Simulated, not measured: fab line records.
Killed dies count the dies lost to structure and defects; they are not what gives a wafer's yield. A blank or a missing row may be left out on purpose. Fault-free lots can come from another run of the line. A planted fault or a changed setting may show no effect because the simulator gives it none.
fab line records :: flow nandHarc
record
  lots=6
  wafers=18
  lastDay=24
route steps=1159 shown A_ONON_D1@426 END@1159
lots that met no fault: taken from a fault-free run of the same line
startH: hours from the record's opening day to when the first of the lot's shown wafers began :: waitH: time in hours since the lot's previous step :: " repeats the value in the row above :: L1.1+2: a row that stands for several wafers :: - no value present, or no start provided :: * or withheld: withheld :: < > ~ a bound
route shown NAME@n: NAME is a module with steps in the file, n the number in the route of the first one :: usual: mean/standard deviation of fault-free wafers :: same: alike in all rows :: chamber/n: place in a boat :: sites: the reading at each site :: _std_site: the standard deviation of these :: _edge_site: the outer-site mean with the inner-site mean subtracted :: radiusMm: for every site, how far away it sits from the centre of the wafer :: mask NAME#n: copy n :: behind: the most recent tool/chamber to have shaped the wafer :: hold: reason for holding the lot/hours on hold/outcome of the hold :: device: transistor that didn't switch, given as n, p or np :: end of line: the same wafers' tests at the end of the route :: step lacking rows: just its recipe :: killed: at the first sort, the dies lost to defects and structure; wafer yield is something else :: map: a wafer's dies, x killed, . not, _ none there
set.NAME: the setting as run; set.NAME@STEP: as run at that earlier step :: model.NAME: the simulator's own value behind a step, which no gauge read
lots at selected steps of the route; one table per step, one row per wafer
services: from which hour (startH, from the record's first day; less than 0 if before it) a tool's chamber was out of use, for how many hours, and why
## steps
# step NHARC_A_ONON_D1_DEP_03
# recipe
  targetThkA=10000
  n2FlowSccm=2750
  n2oFlowSccm=2000
  nh3FlowSccm=500
  sih4FlowSccm=210
  tempC=400
# step NHARC_A_ONON_D1_THK_MEAS_05
# recipe
  thkMeasGauge=ellipsometry
# usual
  thkNm=998/7.4
lot.wafer: L404.1
tool: filmMetro-02
chamber: -
startH: 173.99
waitH: -
thkNm: 996

lot.wafer: L404.2
tool: filmMetro-02
chamber: -
startH: 173.99
waitH: -
thkNm: 997

lot.wafer: L404.3
tool: filmMetro-02
chamber: -
startH: 173.99
waitH: -
thkNm: 998

lot.wafer: L405.1
tool: filmMetro-02
chamber: -
startH: 177.91
waitH: -
thkNm: 1000

lot.wafer: L405.3
tool: filmMetro-02
chamber: -
startH: 177.91
waitH: -
thkNm: 999

lot.wafer: L405.5
tool: filmMetro-02
chamber: -
startH: 177.91
waitH: -
thkNm: 1001

lot.wafer: L409.2
tool: filmMetro-01
chamber: -
startH: 201.28
waitH: -
thkNm: 1005

lot.wafer: L409.3
tool: filmMetro-01
chamber: -
startH: 201.28
waitH: -
thkNm: 1005

lot.wafer: L409.4
tool: filmMetro-01
chamber: -
startH: 201.28
waitH: -
thkNm: 1005

lot.wafer: L411.2
tool: filmMetro-01
chamber: -
startH: 217.27
waitH: -
thkNm: 1013

lot.wafer: L411.3
tool: filmMetro-01
chamber: -
startH: 217.27
waitH: -
thkNm: 1011

lot.wafer: L411.6
tool: filmMetro-01
chamber: -
startH: 217.27
waitH: -
thkNm: 1011

lot.wafer: L421.1
tool: filmMetro-01
chamber: -
startH: 280.17
waitH: -
thkNm: 1009

lot.wafer: L421.5
tool: filmMetro-01
chamber: -
startH: 280.17
waitH: -
thkNm: 1007

lot.wafer: L421.6
tool: filmMetro-01
chamber: -
startH: 280.17
waitH: -
thkNm: 1008

lot.wafer: L423.1
tool: filmMetro-01
chamber: -
startH: 288.11
waitH: -
thkNm: 989

lot.wafer: L423.2
tool: filmMetro-01
chamber: -
startH: 288.11
waitH: -
thkNm: 990

lot.wafer: L423.6
tool: filmMetro-01
chamber: -
startH: 288.11
waitH: -
thkNm: 992
# step NHARC_A_ONON_D1_DEP_06
# recipe
  targetThkA=10000
  n2FlowSccm=2750
  n2oFlowSccm=2000
  nh3FlowSccm=500
  sih4FlowSccm=210
  tempC=400
# step NHARC_A_ONON_D1_THK_MEAS_08
# recipe
  thkMeasGauge=ellipsometry
# usual
  thkNm=994/9.8
lot.wafer: L404.1
tool: filmMetro-02
chamber: -
startH: 174.56
waitH: -
thkNm: 994

lot.wafer: L404.2
tool: filmMetro-02
chamber: -
startH: 174.56
waitH: -
thkNm: 996

lot.wafer: L404.3
tool: filmMetro-02
chamber: -
startH: 174.56
waitH: -
thkNm: 993

lot.wafer: L405.1
tool: filmMetro-01
chamber: -
startH: 178.47
waitH: -
thkNm: 1007

lot.wafer: L405.3
tool: filmMetro-01
chamber: -
startH: 178.47
waitH: -
thkNm: 1008

lot.wafer: L405.5
tool: filmMetro-01
chamber: -
startH: 178.47
waitH: -
thkNm: 1006

lot.wafer: L409.2
tool: filmMetro-01
chamber: -
startH: 201.84
waitH: -
thkNm: 993

lot.wafer: L409.3
tool: filmMetro-01
chamber: -
startH: 201.84
waitH: -
thkNm: 993

lot.wafer: L409.4
tool: filmMetro-01
chamber: -
startH: 201.84
waitH: -
thkNm: 995

lot.wafer: L411.2
tool: filmMetro-01
chamber: -
startH: 217.83
waitH: -
thkNm: 997

lot.wafer: L411.3
tool: filmMetro-01
chamber: -
startH: 217.83
waitH: -
thkNm: 998

lot.wafer: L411.6
tool: filmMetro-01
chamber: -
startH: 217.83
waitH: -
thkNm: 999

lot.wafer: L421.1
tool: filmMetro-01
chamber: -
startH: 280.74
waitH: -
thkNm: 983

lot.wafer: L421.5
tool: filmMetro-01
chamber: -
startH: 280.74
waitH: -
thkNm: 983

lot.wafer: L421.6
tool: filmMetro-01
chamber: -
startH: 280.74
waitH: -
thkNm: 982

lot.wafer: L423.1
tool: filmMetro-01
chamber: -
startH: 288.68
waitH: -
thkNm: 1017

lot.wafer: L423.2
tool: filmMetro-01
chamber: -
startH: 288.68
waitH: -
thkNm: 1016

lot.wafer: L423.6
tool: filmMetro-01
chamber: -
startH: 288.68
waitH: -
thkNm: 1018
# step NHARC_A_ONON_D1_DEP_09
# recipe
  targetThkA=10000
  n2FlowSccm=2750
  n2oFlowSccm=2000
  nh3FlowSccm=500
  sih4FlowSccm=210
  tempC=400
# step NHARC_A_ONON_D1_THK_MEAS_11
# recipe
  thkMeasGauge=ellipsometry
# usual
  thkNm=1000/7.6
lot.wafer: L404.1
tool: filmMetro-02
chamber: -
startH: 175.13
waitH: -
thkNm: 1001

lot.wafer: L404.2
tool: filmMetro-02
chamber: -
startH: 175.13
waitH: -
thkNm: 1002

lot.wafer: L404.3
tool: filmMetro-02
chamber: -
startH: 175.13
waitH: -
thkNm: 1004

lot.wafer: L405.1
tool: filmMetro-01
chamber: -
startH: 179.04
waitH: -
thkNm: 1005

lot.wafer: L405.3
tool: filmMetro-01
chamber: -
startH: 179.04
waitH: -
thkNm: 1006

lot.wafer: L405.5
tool: filmMetro-01
chamber: -
startH: 179.04
waitH: -
thkNm: 1006

lot.wafer: L409.2
tool: filmMetro-01
chamber: -
startH: 202.41
waitH: -
thkNm: 1008

lot.wafer: L409.3
tool: filmMetro-01
chamber: -
startH: 202.41
waitH: -
thkNm: 1008

lot.wafer: L409.4
tool: filmMetro-01
chamber: -
startH: 202.41
waitH: -
thkNm: 1010

lot.wafer: L411.2
tool: filmMetro-02
chamber: -
startH: 218.40
waitH: -
thkNm: 991

lot.wafer: L411.3
tool: filmMetro-02
chamber: -
startH: 218.40
waitH: -
thkNm: 992

lot.wafer: L411.6
tool: filmMetro-02
chamber: -
startH: 218.40
waitH: -
thkNm: 991

lot.wafer: L421.1
tool: filmMetro-01
chamber: -
startH: 281.30
waitH: -
thkNm: 998

lot.wafer: L421.5
tool: filmMetro-01
chamber: -
startH: 281.30
waitH: -
thkNm: 999

lot.wafer: L421.6
tool: filmMetro-01
chamber: -
startH: 281.30
waitH: -
thkNm: 999

lot.wafer: L423.1
tool: filmMetro-02
chamber: -
startH: 289.25
waitH: -
thkNm: 984

lot.wafer: L423.2
tool: filmMetro-02
chamber: -
startH: 289.25
waitH: -
thkNm: 986

lot.wafer: L423.6
tool: filmMetro-02
chamber: -
startH: 289.25
waitH: -
thkNm: 987
# step NHARC_A_ONON_D1_DEP_12
# recipe
  targetThkA=10000
  n2FlowSccm=2750
  n2oFlowSccm=2000
  nh3FlowSccm=500
  sih4FlowSccm=210
  tempC=400
# step NHARC_A_ONON_D1_THK_MEAS_14
# recipe
  thkMeasGauge=ellipsometry
# usual
  thkNm=1001/11
lot.wafer: L404.1
tool: filmMetro-02
chamber: -
startH: 175.70
waitH: -
thkNm: 992

lot.wafer: L404.2
tool: filmMetro-02
chamber: -
startH: 175.70
waitH: -
thkNm: 989

lot.wafer: L404.3
tool: filmMetro-02
chamber: -
startH: 175.70
waitH: -
thkNm: 990

lot.wafer: L405.1
tool: filmMetro-01
chamber: -
startH: 179.60
waitH: -
thkNm: 1021

lot.wafer: L405.3
tool: filmMetro-01
chamber: -
startH: 179.60
waitH: -
thkNm: 1020

lot.wafer: L405.5
tool: filmMetro-01
chamber: -
startH: 179.60
waitH: -
thkNm: 1022

lot.wafer: L409.2
tool: filmMetro-01
chamber: -
startH: 203.00
waitH: -
thkNm: 981

lot.wafer: L409.3
tool: filmMetro-01
chamber: -
startH: 203.00
waitH: -
thkNm: 983

lot.wafer: L409.4
tool: filmMetro-01
chamber: -
startH: 203.00
waitH: -
thkNm: 983

lot.wafer: L411.2
tool: filmMetro-01
chamber: -
startH: 218.99
waitH: -
thkNm: 989

lot.wafer: L411.3
tool: filmMetro-01
chamber: -
startH: 218.99
waitH: -
thkNm: 989

lot.wafer: L411.6
tool: filmMetro-01
chamber: -
startH: 218.99
waitH: -
thkNm: 991

lot.wafer: L421.1
tool: filmMetro-02
chamber: -
startH: 281.87
waitH: -
thkNm: 1000

lot.wafer: L421.5
tool: filmMetro-02
chamber: -
startH: 281.87
waitH: -
thkNm: 999

lot.wafer: L421.6
tool: filmMetro-02
chamber: -
startH: 281.87
waitH: -
thkNm: 998

lot.wafer: L423.1
tool: filmMetro-02
chamber: -
startH: 289.81
waitH: -
thkNm: 1012

lot.wafer: L423.2
tool: filmMetro-02
chamber: -
startH: 289.81
waitH: -
thkNm: 1010

lot.wafer: L423.6
tool: filmMetro-02
chamber: -
startH: 289.81
waitH: -
thkNm: 1013
# step NHARC_A_ONON_D1_ANNEAL_15
# recipe
  tempC=750
  timeS=3600
# step NHARC_A_ONON_D1_DEP_16
# recipe
  targetThkA=10000
  n2FlowSccm=2750
  n2oFlowSccm=2000
  nh3FlowSccm=500
  sih4FlowSccm=210
  tempC=400
# step NHARC_A_ONON_D1_THK_MEAS_18
# recipe
  thkMeasGauge=ellipsometry
# usual
  thkNm=998/9.2
lot.wafer: L404.1
tool: filmMetro-02
chamber: -
startH: 183.75
waitH: -
thkNm: 1002

lot.wafer: L404.2
tool: filmMetro-02
chamber: -
startH: 183.75
waitH: -
thkNm: 1002

lot.wafer: L404.3
tool: filmMetro-02
chamber: -
startH: 183.75
waitH: -
thkNm: 1001

lot.wafer: L405.1
tool: filmMetro-02
chamber: -
startH: 186.71
waitH: -
thkNm: 998

lot.wafer: L405.3
tool: filmMetro-02
chamber: -
startH: 186.71
waitH: -
thkNm: 997

lot.wafer: L405.5
tool: filmMetro-02
chamber: -
startH: 186.71
waitH: -
thkNm: 998

lot.wafer: L409.2
tool: filmMetro-01
chamber: -
startH: 210.10
waitH: -
thkNm: 1011

lot.wafer: L409.3
tool: filmMetro-01
chamber: -
startH: 210.10
waitH: -
thkNm: 1011

lot.wafer: L409.4
tool: filmMetro-01
chamber: -
startH: 210.10
waitH: -
thkNm: 1011

lot.wafer: L411.2
tool: filmMetro-02
chamber: -
startH: 229.24
waitH: -
thkNm: 1002

lot.wafer: L411.3
tool: filmMetro-02
chamber: -
startH: 229.24
waitH: -
thkNm: 1002

lot.wafer: L411.6
tool: filmMetro-02
chamber: -
startH: 229.24
waitH: -
thkNm: 1004

lot.wafer: L421.1
tool: filmMetro-01
chamber: -
startH: 289.08
waitH: -
thkNm: 995

lot.wafer: L421.5
tool: filmMetro-01
chamber: -
startH: 289.08
waitH: -
thkNm: 995

lot.wafer: L421.6
tool: filmMetro-01
chamber: -
startH: 289.08
waitH: -
thkNm: 993

lot.wafer: L423.1
tool: filmMetro-02
chamber: -
startH: 297.02
waitH: -
thkNm: 987

lot.wafer: L423.2
tool: filmMetro-02
chamber: -
startH: 297.02
waitH: -
thkNm: 989

lot.wafer: L423.6
tool: filmMetro-02
chamber: -
startH: 297.02
waitH: -
thkNm: 989
# step NHARC_A_ONON_D1_DEP_19
# recipe
  targetThkA=10000
  n2FlowSccm=2750
  n2oFlowSccm=2000
  nh3FlowSccm=500
  sih4FlowSccm=210
  tempC=400
# usual
  n2FlowSccm=2750/8.3
  susceptorTempC=399.98/0.22
lot.wafer: L404.1
tool: pecvdOnon-03
chamber: 0
startH: 183.81
waitH: 0.1
n2FlowSccm: 2758
susceptorTempC: 400.20

lot.wafer: L404.2
tool: pecvdOnon-03
chamber: 0
startH: 183.81
waitH: 0.1
n2FlowSccm: 2765
susceptorTempC: 399.50

lot.wafer: L404.3
tool: pecvdOnon-03
chamber: 0
startH: 183.81
waitH: 0.1
n2FlowSccm: 2749
susceptorTempC: 400.18

lot.wafer: L405.1
tool: pecvdOnon-03
chamber: 0
startH: 186.77
waitH: 0.1
n2FlowSccm: 2764
susceptorTempC: 400.03

lot.wafer: L405.3
tool: pecvdOnon-03
chamber: 0
startH: 186.77
waitH: 0.1
n2FlowSccm: 2761
susceptorTempC: 399.89

lot.wafer: L405.5
tool: pecvdOnon-03
chamber: 0
startH: 186.77
waitH: 0.1
n2FlowSccm: 2756
susceptorTempC: 400.14

lot.wafer: L409.2
tool: pecvdOnon-04
chamber: 0
startH: 210.22
waitH: 0.1
n2FlowSccm: 2761
susceptorTempC: 400.00

lot.wafer: L409.3
tool: pecvdOnon-04
chamber: 0
startH: 210.22
waitH: 0.1
n2FlowSccm: 2758
susceptorTempC: 400.25

lot.wafer: L409.4
tool: pecvdOnon-04
chamber: 0
startH: 210.22
waitH: 0.1
n2FlowSccm: 2752
susceptorTempC: 399.80

lot.wafer: L411.2
tool: pecvdOnon-02
chamber: 0
startH: 229.36
waitH: 0.1
n2FlowSccm: 2767
susceptorTempC: 399.93

lot.wafer: L411.3
tool: pecvdOnon-02
chamber: 0
startH: 229.36
waitH: 0.1
n2FlowSccm: 2754
susceptorTempC: 399.67

lot.wafer: L411.6
tool: pecvdOnon-02
chamber: 0
startH: 229.36
waitH: 0.1
n2FlowSccm: 2755
susceptorTempC: 399.69

lot.wafer: L421.1
tool: pecvdOnon-04
chamber: 0
startH: 289.14
waitH: 0.1
n2FlowSccm: 2747
susceptorTempC: 399.94

lot.wafer: L421.5
tool: pecvdOnon-04
chamber: 0
startH: 289.14
waitH: 0.1
n2FlowSccm: 2738
susceptorTempC: 400.42

lot.wafer: L421.6
tool: pecvdOnon-04
chamber: 0
startH: 289.14
waitH: 0.1
n2FlowSccm: 2749
susceptorTempC: 400.26

lot.wafer: L423.1
tool: pecvdOnon-04
chamber: 0
startH: 297.07
waitH: 0.1
n2FlowSccm: 2743
susceptorTempC: 400.07

lot.wafer: L423.2
tool: pecvdOnon-04
chamber: 0
startH: 297.07
waitH: 0.1
n2FlowSccm: 2754
susceptorTempC: 399.83

lot.wafer: L423.6
tool: pecvdOnon-04
chamber: 0
startH: 297.07
waitH: 0.1
n2FlowSccm: 2742
susceptorTempC: 400.10
# step NHARC_A_ONON_D1_THK_MEAS_21
# recipe
  thkMeasGauge=ellipsometry
# usual
  thkNm=1001/10
lot.wafer: L404.1
tool: filmMetro-01
chamber: -
startH: 184.32
waitH: -
thkNm: 985

lot.wafer: L404.2
tool: filmMetro-01
chamber: -
startH: 184.32
waitH: -
thkNm: 986

lot.wafer: L404.3
tool: filmMetro-01
chamber: -
startH: 184.32
waitH: -
thkNm: 990

lot.wafer: L405.1
tool: filmMetro-02
chamber: -
startH: 187.28
waitH: -
thkNm: 998

lot.wafer: L405.3
tool: filmMetro-02
chamber: -
startH: 187.28
waitH: -
thkNm: 996

lot.wafer: L405.5
tool: filmMetro-02
chamber: -
startH: 187.28
waitH: -
thkNm: 997

lot.wafer: L409.2
tool: filmMetro-02
chamber: -
startH: 210.67
waitH: -
thkNm: 982

lot.wafer: L409.3
tool: filmMetro-02
chamber: -
startH: 210.67
waitH: -
thkNm: 984

lot.wafer: L409.4
tool: filmMetro-02
chamber: -
startH: 210.67
waitH: -
thkNm: 983

lot.wafer: L411.2
tool: filmMetro-02
chamber: -
startH: 229.81
waitH: -
thkNm: 997

lot.wafer: L411.3
tool: filmMetro-02
chamber: -
startH: 229.81
waitH: -
thkNm: 997

lot.wafer: L411.6
tool: filmMetro-02
chamber: -
startH: 229.81
waitH: -
thkNm: 997

lot.wafer: L421.1
tool: filmMetro-02
chamber: -
startH: 289.65
waitH: -
thkNm: 1056

lot.wafer: L421.5
tool: filmMetro-02
chamber: -
startH: 289.65
waitH: -
thkNm: 1058

lot.wafer: L421.6
tool: filmMetro-02
chamber: -
startH: 289.65
waitH: -
thkNm: 1056

lot.wafer: L423.1
tool: filmMetro-01
chamber: -
startH: 297.58
waitH: -
thkNm: 1081

lot.wafer: L423.2
tool: filmMetro-01
chamber: -
startH: 297.58
waitH: -
thkNm: 1079

lot.wafer: L423.6
tool: filmMetro-01
chamber: -
startH: 297.58
waitH: -
thkNm: 1080
# step NHARC_A_ONON_D1_DEP_22
# recipe
  targetThkA=10000
  n2FlowSccm=2750
  n2oFlowSccm=2000
  nh3FlowSccm=500
  sih4FlowSccm=210
  tempC=400
# step NHARC_END_SORT_01
# recipe
  tempC=25
# usual
  killedAtArray=26/11
  killedAtOther=0.6/1
  killedAtPeriphery=3.1/2.1
  killedDies=30/11
  killedOpen=3.4/1.8
  killedShort=2.1/1.5
# same
  grossDies=677
lot.wafer: L421.1
tool: prober-01
chamber: 0
startH: 561.80
waitH: 2.5
killedAtArray: 674
killedAtOther: 0
killedAtPeriphery: 3
killedDies: 677
killedOpen: 2
killedShort: 3

lot.wafer: L421.5
tool: prober-01
chamber: 0
startH: 565.00
waitH: 3.7
killedAtArray: 676
killedAtOther: 1
killedAtPeriphery: 0
killedDies: 677
killedOpen: 6
killedShort: 0

lot.wafer: L421.6
tool: prober-01
chamber: 0
startH: 565.80
waitH: 4.0
killedAtArray: 676
killedAtOther: 0
killedAtPeriphery: 1
killedDies: 677
killedOpen: 1
killedShort: 3

lot.wafer: L423.1
tool: prober-02
chamber: 0
startH: 561.82
waitH: 2.5
killedAtArray: 671
killedAtOther: 1
killedAtPeriphery: 5
killedDies: 677
killedOpen: 6
killedShort: 0

lot.wafer: L423.2
tool: prober-02
chamber: 0
startH: 562.62
waitH: 2.8
killedAtArray: 674
killedAtOther: 1
killedAtPeriphery: 2
killedDies: 677
killedOpen: 3
killedShort: 3

lot.wafer: L423.6
tool: prober-02
chamber: 0
startH: 565.82
waitH: 4.0
killedAtArray: 675
killedAtOther: 1
killedAtPeriphery: 1
killedDies: 677
killedOpen: 4
killedShort: 2
# killed by level:class
L421.1 A_ONON_D1:areaDep=656 A_CHANNEL_HOLE_D1:chamberFilmFlake=9 A_STAIRCASE:chamberFilmFlake=2 P_CONTACT:geometricParticle:short=1 A_ONON_D1:geometricParticle:open=1 A_CHANNEL_FILL_D1:geometricParticle:short=1 A_WL_FILL:geometricParticle:short=1 A_CONTACT:geometricParticle:open=1
L423.1 A_ONON_D1:areaDep=640 A_SLIT:chamberFilmFlake=21 A_CHANNEL_HOLE_D1:chamberFilmFlake=3 A_WL_FILL:geometricParticle:open=2 P_GATE:chamberFilmFlake=2 A_STAIRCASE:chamberFilmFlake=2 P_CONTACT:geometricParticle:open=1 P_M1:geometricParticle:open=1
L423.2 A_ONON_D1:areaDep=635 A_SLIT:chamberFilmFlake=17 A_CHANNEL_HOLE_D1:chamberFilmFlake=11 A_CONTACT:chamberFilmFlake=4 A_ONON_D1:geometricParticle:open=2 P_STI:chamberFilmFlake=2 A_STAIRCASE:chamberFilmFlake=2 A_WL_FILL:geometricParticle:short=1
L421.5 A_ONON_D1:areaDep=662 A_CHANNEL_HOLE_D1:chamberFilmFlake=5 A_STAIRCASE:chamberFilmFlake=3 A_CONTACT:geometricParticle:open=2 A_ONON_D1:geometricParticle:open=1 A_CHANNEL_HOLE_D1:geometricParticle:open=1 A_CHANNEL_FILL_D1:geometricParticle:open=1 A_M1:geometricParticle:open=1
L421.6 A_ONON_D1:areaDep=658 A_CHANNEL_HOLE_D1:chamberFilmFlake=8 A_STAIRCASE:chamberFilmFlake=5 A_CHANNEL_FILL_D1:geometricParticle:short=2 A_WL_FILL:geometricParticle:open=1 A_WL_FILL:geometricParticle:short=1 P_GATE:chamberFilmFlake=1 A_CONTACT:chamberFilmFlake=1
L423.6 A_ONON_D1:areaDep=643 A_SLIT:chamberFilmFlake=17 A_CHANNEL_HOLE_D1:chamberFilmFlake=8 A_CONTACT:chamberFilmFlake=2 P_CONTACT:geometricParticle:open=1 A_CHANNEL_HOLE_D1:geometricParticle:open=1 A_WL_FILL:geometricParticle:open=1 A_CONTACT:geometricParticle:open=1
# map L421.1 (x killed, . not)
____________x____________
_________xxxxxxx_________
_______xxxxxxxxxxx_______
______xxxxxxxxxxxxx______
_____xxxxxxxxxxxxxxx_____
____xxxxxxxxxxxxxxxxx____
____xxxxxxxxxxxxxxxxx____
___xxxxxxxxxxxxxxxxxxx___
___xxxxxxxxxxxxxxxxxxx___
__xxxxxxxxxxxxxxxxxxxxx__
__xxxxxxxxxxxxxxxxxxxxx__
_xxxxxxxxxxxxxxxxxxxxxxx_
_xxxxxxxxxxxxxxxxxxxxxxx_
_xxxxxxxxxxxxxxxxxxxxxxx_
_xxxxxxxxxxxxxxxxxxxxxxx_
_xxxxxxxxxxxxxxxxxxxxxxx_
xxxxxxxxxxxxxxxxxxxxxxxxx
xxxxxxxxxxxxxxxxxxxxxxxxx
xxxxxxxxxxxxxxxxxxxxxxxxx
xxxxxxxxxxxxxxxxxxxxxxxxx
xxxxxxxxxxxxxxxxxxxxxxxxx
_xxxxxxxxxxxxxxxxxxxxxxx_
_xxxxxxxxxxxxxxxxxxxxxxx_
_xxxxxxxxxxxxxxxxxxxxxxx_
_xxxxxxxxxxxxxxxxxxxxxxx_
_xxxxxxxxxxxxxxxxxxxxxxx_
__xxxxxxxxxxxxxxxxxxxxx__
__xxxxxxxxxxxxxxxxxxxxx__
___xxxxxxxxxxxxxxxxxxx___
___xxxxxxxxxxxxxxxxxxx___
____xxxxxxxxxxxxxxxxx____
____xxxxxxxxxxxxxxxxx____
_____xxxxxxxxxxxxxxx_____
______xxxxxxxxxxxxx______
_______xxxxxxxxxxx_______
_________xxxxxxx_________
____________x____________
# map L423.1 (x killed, . not)
____________x____________
_________xxxxxxx_________
_______xxxxxxxxxxx_______
______xxxxxxxxxxxxx______
_____xxxxxxxxxxxxxxx_____
____xxxxxxxxxxxxxxxxx____
____xxxxxxxxxxxxxxxxx____
___xxxxxxxxxxxxxxxxxxx___
___xxxxxxxxxxxxxxxxxxx___
__xxxxxxxxxxxxxxxxxxxxx__
__xxxxxxxxxxxxxxxxxxxxx__
_xxxxxxxxxxxxxxxxxxxxxxx_
_xxxxxxxxxxxxxxxxxxxxxxx_
_xxxxxxxxxxxxxxxxxxxxxxx_
_xxxxxxxxxxxxxxxxxxxxxxx_
_xxxxxxxxxxxxxxxxxxxxxxx_
xxxxxxxxxxxxxxxxxxxxxxxxx
xxxxxxxxxxxxxxxxxxxxxxxxx
xxxxxxxxxxxxxxxxxxxxxxxxx
xxxxxxxxxxxxxxxxxxxxxxxxx
xxxxxxxxxxxxxxxxxxxxxxxxx
_xxxxxxxxxxxxxxxxxxxxxxx_
_xxxxxxxxxxxxxxxxxxxxxxx_
_xxxxxxxxxxxxxxxxxxxxxxx_
_xxxxxxxxxxxxxxxxxxxxxxx_
_xxxxxxxxxxxxxxxxxxxxxxx_
__xxxxxxxxxxxxxxxxxxxxx__
__xxxxxxxxxxxxxxxxxxxxx__
___xxxxxxxxxxxxxxxxxxx___
___xxxxxxxxxxxxxxxxxxx___
____xxxxxxxxxxxxxxxxx____
____xxxxxxxxxxxxxxxxx____
_____xxxxxxxxxxxxxxx_____
______xxxxxxxxxxxxx______
_______xxxxxxxxxxx_______
_________xxxxxxx_________
____________x____________
## services
tool: pecvdOnon-04
chamber: -
startH: 237.00
hours: 13.0
kind: pm

tool: pecvdOnon-02
chamber: -
startH: 292.09
hours: 13.0
kind: pm
## key
firstSign
  step=NHARC_A_ONON_D1_THK_MEAS_21
  reading=thkNm
  direction=up
  sigmas=6.4
  usual=1001
  struck=1068
effect
  step=NHARC_END_SORT_01
  reading=killedDies
  direction=up
  sigmas=59
  usual=30
  struck=677
moreKillsBornAt
  NHARC_A_ONON_D1_DEP_19@pecvdOnon-04=3894
metAt NHARC_A_ONON_D1_DEP_19
struckWafers L421.1,L421.5,L421.6,L423.1,L423.2,L423.6
laterRowsLeftOut L421.1,L421.5,L421.6,L423.1,L423.2,L423.6
testerLeftOut L421,L423
onsetBetween 210.22 289.14
alsoFits time
fault
  kind=processParameterDrift
  tool=pecvdOnon-04
  chamber=-
  onsetH=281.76
  steps=NHARC_A_ONON_D1_DEP_19
  channel=targetThkA
  offset=*
  shape=step
  endH=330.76
  actsIn=*
  stated=*
# testerLeftOut: of these lots the tester's yield and bins aren't shown, on N5 and GAA mostly nor the transistor test; their killed dies are dies lost to structure and defects alone, not to doping, threshold or leakage, so they don't give the yield
# laterRowsLeftOut: the simulator's readings of these wafers behind a module that went badly wrong aren't trusted and aren't shown, but for the sort
